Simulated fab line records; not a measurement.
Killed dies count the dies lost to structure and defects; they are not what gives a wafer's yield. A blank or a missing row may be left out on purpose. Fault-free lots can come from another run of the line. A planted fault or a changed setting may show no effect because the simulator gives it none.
Chamber matching / flow n5 finfet / N5_BEOL_M15_ETCH_57 on rie diel-02: 4 sister chambers
The step etches SOC in N2/H2, time 750 s. 8 wafers are shown with their chamber, then 8 later ones without.

== WAFERS PAIRED WITH THEIR CHAMBERS ==
wafer=L074.4; chamber=0; showerhead plenum p Torr (Torr)=2.57; throttle valve pct (%)=17.27
wafer=L082.6; chamber=0; showerhead plenum p Torr (Torr)=2.57; throttle valve pct (%)=17.30
wafer=L078.4; chamber=3; showerhead plenum p Torr (Torr)=2.41; throttle valve pct (%)=17.73
wafer=L078.5; chamber=1; showerhead plenum p Torr (Torr)=2.40; throttle valve pct (%)=18.08
wafer=L090.1; chamber=3; showerhead plenum p Torr (Torr)=2.41; throttle valve pct (%)=17.78
wafer=L090.3; chamber=2; showerhead plenum p Torr (Torr)=2.70; throttle valve pct (%)=17.88
wafer=L090.5; chamber=2; showerhead plenum p Torr (Torr)=2.70; throttle valve pct (%)=17.89
wafer=L089.2; chamber=1; showerhead plenum p Torr (Torr)=2.39; throttle valve pct (%)=18.09

== WAFERS WITHOUT THEIR CHAMBER ==
wafer=L089.4; showerhead plenum p Torr (Torr)=2.56; throttle valve pct (%)=17.34
wafer=L089.6; showerhead plenum p Torr (Torr)=2.39; throttle valve pct (%)=18.10
wafer=L095.1; showerhead plenum p Torr (Torr)=2.56; throttle valve pct (%)=17.37
wafer=L095.2; showerhead plenum p Torr (Torr)=2.69; throttle valve pct (%)=17.89
wafer=L095.4; showerhead plenum p Torr (Torr)=2.41; throttle valve pct (%)=17.77
wafer=L097.2; showerhead plenum p Torr (Torr)=2.40; throttle valve pct (%)=17.78
wafer=L097.4; showerhead plenum p Torr (Torr)=2.69; throttle valve pct (%)=17.88
wafer=L097.5; showerhead plenum p Torr (Torr)=2.40; throttle valve pct (%)=17.77

== THE CHAMBER EACH PASSED THROUGH ==
wafer=L089.4; from the rows above=0; in truth=0
wafer=L089.6; from the rows above=1; in truth=1
wafer=L095.1; from the rows above=0; in truth=0
wafer=L095.2; from the rows above=2; in truth=2
wafer=L095.4; from the rows above=3; in truth=3
wafer=L097.2; from the rows above=3; in truth=3
wafer=L097.4; from the rows above=2; in truth=2
wafer=L097.5; from the rows above=3; in truth=3
8 of 8 placed correctly. From these rows, 0 cannot be placed. Number placed wrongly: 0.
How it was worked out, from the rows above alone: a wafer's distance from a chamber is the root of the sum, over the readings, of the square of ((its reading less the chamber's mean) divided by the reading's scatter). If the next closest chamber is less than 2 further off than the closest, the wafer can't be placed; otherwise it belongs to the closest. A chamber's mean is the mean of its shown wafers. The scatter: the root of (the sum of the squares of (reading less its chamber's mean) over the shown wafers, divided by (wafers less chambers)).
